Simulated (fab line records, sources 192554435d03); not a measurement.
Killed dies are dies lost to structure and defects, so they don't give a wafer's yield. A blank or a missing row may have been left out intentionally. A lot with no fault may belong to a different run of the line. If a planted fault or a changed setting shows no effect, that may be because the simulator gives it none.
fab line records	flow n5-finfet	part 2 of 2: steps 23 to 27 of 27
record lots=5	wafers=15	last-day=18
route steps=1938 shown BEOL_M8@1352
lots that met no fault: from a run of the same line without faults
start-h: hours from the record's first day to the start of the lot's first wafer shown	wait-h: time in hours since the lot's previous step	" same as the row above	L1.1+2: a row that stands for several wafers	- no value, or no start given	* or withheld: withheld	< > ~ a bound
route shown NAME@n: names a module that has steps shown in the file, with the first one's number in the route	usual: mean and standard deviation over wafers with no fault	same: alike in all rows	chamber/n: place in a boat	sites: the reading at each site	_std_site: the values' standard deviation	_edge_site: the outer-site mean with the inner-site mean subtracted	radius-mm: for every site, how far away it sits from the centre of the wafer	mask NAME#n: copy n	behind: tool/chamber where the wafer was last shaped	hold: cause of the lot's hold/its duration in hours/its outcome	device: which transistor (n, p or np) failed to switch	end of line: the same wafers' tests at the end of the route	a step with no rows: only its recipe	killed: dies that structure and defects cost at the first sort, which is not the same as the wafer's yield	map: a wafer's dies, marking killed ones x, the rest . and places with no die _
set.NAME: the run value of the setting; set.NAME@STEP: its run value at that earlier step	model.NAME: the simulator's own value behind a step, which no gauge read
certain route steps with their lots: each step a table, each wafer a row
services: when a tool's chamber went out of use (start-h, in hours from the record's first day, below 0 if earlier), for how many hours, and the reason
## steps
# step N5_BEOL_M8_VIA_ETCH_34
# recipe chemistry=C4F6/O2	target=SiCOH_lowk	target-depth-a=1255	mask-material=SOC	taper-deg=4	time-s=50.5	ion-energy-ev=250	pressure-mtorr=30	source-w=345	bias-w=185	Ar_flow_sccm=300	C4F6_flow_sccm=10	O2_flow_sccm=10
# usual drypump-motor-current-A=5.6/0.42	oes-product-au=0.82/0.074	rf-vpp-V=668/13	showerhead-plenum-p-Torr=2.86/0.079	throttle-valve-pct=20.86/0.16
# same time-s=50.5
lot.wafer	tool	chamber	start-h	wait-h	drypump-motor-current-A	oes-product-au	rf-hours-counter-h	rf-vpp-V	showerhead-plenum-p-Torr	throttle-valve-pct
L078.1	rie-diel-06	3	244.79	0.0	5.1	0.93	12	682	2.92	20.87
L078.4	"	1	"	"	6.1	0.69	237	652	2.70	21.03
L078.5	"	3	"	"	5.1	0.92	-	684	2.92	20.87
L082.3	rie-diel-01	0	246.53	0.0	5.4	0.83	88	646	2.85	20.66
L082.4	"	3	"	"	5.6	0.67	248	674	2.92	21.16
L082.5	"	0	"	"	5.4	0.83	-	648	2.85	20.66
L081.1	rie-diel-05	2	254.51	0.0	5.8	0.85	73	675	2.75	20.94
L081.3	"	0	"	"	5.8	0.77	122	653	2.87	20.62
L081.4	"	1	"	"	5.9	0.87	62	681	2.74	20.88
L083.1	rie-diel-06	2	270.78	0.0	5.3	0.82	85	676	2.96	20.63
L083.2	"	0	"	"	5.3	0.72	194	660	2.82	21.07
L083.3	"	1	"	"	6.1	0.68	245	653	2.70	21.03
L096.1	rie-diel-05	1	356.81	0.0	5.9	0.82	96	681	2.73	20.91
L096.2	"	2	"	"	5.8	0.81	108	673	2.74	21.02
L096.5	"	3	"	"	6.3	0.85	-	654	2.89	20.83
# step N5_BEOL_M8_STRIP_76
# recipe chemistry=C4F6/O2	resist=SiARC	rf-frequency-hz=6e+07
lot.wafer	tool	chamber	start-h	wait-h
L078.1+4+5	rie-diel-06	3,1,3	244.83	0.0
L082.3+4+5	rie-diel-01	0,3,0	246.57	0.0
L081.1+3+4	rie-diel-05	2,0,1	254.55	0.0
L083.1+2+3	rie-diel-06	2,0,1	270.82	0.0
L096.1+2+5	rie-diel-05	1,2,3	356.85	0.0
# step N5_BEOL_M8_STRIP_36
# recipe chemistry=N2/H2	power-w=450	temp-c=40	pressure-mtorr=20	rf-frequency-hz=6e+07	overash-fraction=0.3	bias-power-w=7	h2-frac=0.5	n2-flow-sccm=200	h2-flow-sccm=200
# usual drypump-motor-current-A=5.6/0.43	n2-flow-sccm=200.0/0.65	oes-product-au=0.82/0.072	rf-vpp-V=59.1/1.4	showerhead-plenum-p-Torr=2.55/0.074	throttle-valve-pct=23.68/0.19
lot.wafer	tool	chamber	start-h	wait-h	drypump-motor-current-A	n2-flow-sccm	oes-product-au	rf-hours-counter-h	rf-vpp-V	showerhead-plenum-p-Torr	throttle-valve-pct
L078.1	rie-diel-06	3	244.84	0.0	5.1	199.1	0.92	12	59.3	2.59	23.53
L078.4	"	1	"	"	6.2	201.2	0.69	237	59.3	2.39	23.92
L078.5	"	3	"	"	5.1	199.8	0.92	-	60.2	2.59	23.51
L082.3	rie-diel-01	0	246.58	0.0	5.4	200.2	0.82	88	58.8	2.55	23.44
L082.4	"	3	"	"	5.6	199.7	0.67	248	58.5	2.60	23.81
L082.5	"	0	"	"	5.4	200.0	0.82	-	57.1	2.55	23.43
L081.1	rie-diel-05	2	254.56	0.0	5.8	200.7	0.84	73	57.7	2.46	23.63
L081.3	"	0	"	"	5.7	200.1	0.79	122	60.3	2.57	23.52
L081.4	"	1	"	"	5.9	200.6	0.88	62	62.5	2.45	23.82
L083.1	rie-diel-06	2	270.83	0.0	5.2	199.8	0.82	85	59.1	2.67	23.53
L083.2	"	0	"	"	5.3	199.3	0.73	194	60.4	2.54	24.13
L083.3	"	1	"	"	6.2	201.2	0.68	245	61.3	2.39	23.91
L096.1	rie-diel-05	1	356.86	0.0	5.9	199.8	0.83	96	59.8	2.44	23.87
L096.2	"	2	"	"	5.8	200.8	0.79	108	59.5	2.45	23.71
L096.5	"	3	"	"	6.3	200.0	0.83	-	57.7	2.60	23.70
# step N5_BEOL_M8_TRENCH_ETCH_37
# recipe chemistry=C4F6/O2	target-depth-a=934.78	target=SiCOH_lowk	time-s=31.2	ion-energy-ev=250	pressure-mtorr=30	source-w=345	bias-w=185	Ar_flow_sccm=300	C4F6_flow_sccm=10	O2_flow_sccm=10
# usual drypump-motor-current-A=5.6/0.42	oes-product-au=0.82/0.075	rf-vpp-V=668/13	showerhead-plenum-p-Torr=2.86/0.079	throttle-valve-pct=20.89/0.16
# same time-s=31.2
lot.wafer	tool	chamber	start-h	wait-h	drypump-motor-current-A	oes-product-au	rf-hours-counter-h	rf-vpp-V	showerhead-plenum-p-Torr	throttle-valve-pct
L078.1	rie-diel-06	3	-	-	5.1	0.93	12	683	2.92	20.90
L078.4	"	1	"	"	6.2	0.68	237	651	2.70	21.06
L078.5	"	3	"	"	5.2	0.94	-	683	2.92	20.90
L082.3	rie-diel-01	0	-	-	5.5	0.83	88	647	2.85	20.68
L082.4	"	3	"	"	5.6	0.67	248	673	2.92	21.18
L082.5	"	0	"	"	5.4	0.83	-	648	2.85	20.69
L081.1	rie-diel-05	2	-	-	5.8	0.84	73	675	2.75	20.99
L081.3	"	0	"	"	5.7	0.76	122	652	2.87	20.66
L081.4	"	1	"	"	5.9	0.86	62	682	2.74	20.91
L083.1	rie-diel-06	2	-	-	5.3	0.82	85	676	2.96	20.68
L083.2	"	0	"	"	5.4	0.72	194	662	2.82	21.11
L083.3	"	1	"	"	6.1	0.68	245	652	2.70	21.05
L096.1	rie-diel-05	1	-	-	5.9	0.82	96	681	2.73	20.94
L096.2	"	2	"	"	5.8	0.80	108	675	2.74	21.04
L096.5	"	3	"	"	6.3	0.85	-	655	2.89	20.86
# step N5_BEOL_M8_ETCH_41
# recipe chemistry=CH3F/O2	target=SiCN	target-depth-a=319	taper-deg=2	time-s=57.8	ion-energy-ev=120	mask-material=TiN	pressure-mtorr=30	source-w=395	bias-w=75	Ar_flow_sccm=150	CH3F_flow_sccm=30	O2_flow_sccm=20
# usual drypump-motor-current-A=5.6/0.42	oes-product-au=0.82/0.074	rf-vpp-V=297.5/1.4	showerhead-plenum-p-Torr=2.01/0.058	throttle-valve-pct=16.28/0.16
# same time-s=57.8
lot.wafer	tool	chamber	start-h	wait-h	drypump-motor-current-A	oes-product-au	rf-hours-counter-h	rf-vpp-V	showerhead-plenum-p-Torr	throttle-valve-pct
L078.1	rie-diel-06	3	-	-	5.1	0.94	12	297.6	2.06	16.21
L078.4	"	1	"	"	6.2	0.68	237	294.7	1.89	16.47
L078.5	"	3	"	"	5.1	0.94	-	298.0	2.06	16.21
L082.3	rie-diel-01	0	-	-	5.4	0.83	88	297.7	2.01	16.12
L082.4	"	3	"	"	5.6	0.67	248	298.9	2.06	16.64
L082.5	"	0	"	"	5.4	0.83	-	297.5	2.01	16.12
L081.1	rie-diel-05	2	-	-	5.8	0.83	73	297.1	1.93	16.37
L081.3	"	0	"	"	5.7	0.76	122	297.6	2.02	16.07
L081.4	"	1	"	"	5.9	0.86	62	297.4	1.93	16.27
L083.1	rie-diel-06	2	-	-	5.3	0.82	85	299.5	2.09	16.12
L083.2	"	0	"	"	5.4	0.73	194	297.3	1.98	16.53
L083.3	"	1	"	"	6.2	0.68	245	294.6	1.89	16.48
L096.1	rie-diel-05	1	-	-	5.9	0.82	96	295.6	1.91	16.33
L096.2	"	2	"	"	5.8	0.80	108	297.0	1.92	16.43
L096.5	"	3	"	"	6.3	0.85	-	297.8	2.03	16.23
## services
tool	chamber	start-h	hours	kind
euv-scanner-02	-	219.86	6.2	pm
rie-diel-06	3	225.92	16.6	repair
euv-scanner-02	-	226.11	1.0	pm
euv-scanner-01	-	231.52	4.6	pm
euv-scanner-01	-	245.38	5.8	pm
litho-track-01	-	248.51	-	consumable-replace:filter
euv-scanner-01	-	256.81	1.0	pm
litho-track-04	-	257.54	-	consumable-replace:filter
rie-diel-01	3	263.49	2.6	repair
euv-scanner-02	-	279.13	1.0	pm
rie-metal-02	1	281.50	1.1	repair
rie-diel-06	1	287.58	-	clean
rie-diel-06	1	287.58	-	consumable-replace:focus-ring
rie-diel-06	1	287.58	-	consumable-replace:showerhead
rie-diel-06	1	287.58	19.8	scheduled-down
rie-diel-06	1	287.58	19.8	vent-cycle
rie-diel-05	-	290.15	2.6	repair
rie-diel-06	0	300.58	5.8	repair
euv-scanner-01	-	312.96	1.0	pm
euv-scanner-02	-	314.21	0.9	repair
rie-metal-03	-	333.44	0.5	repair
euv-scanner-02	-	335.28	1.0	pm
rie-diel-06	-	348.84	2.8	pm
rie-diel-05	0	350.53	25.4	repair
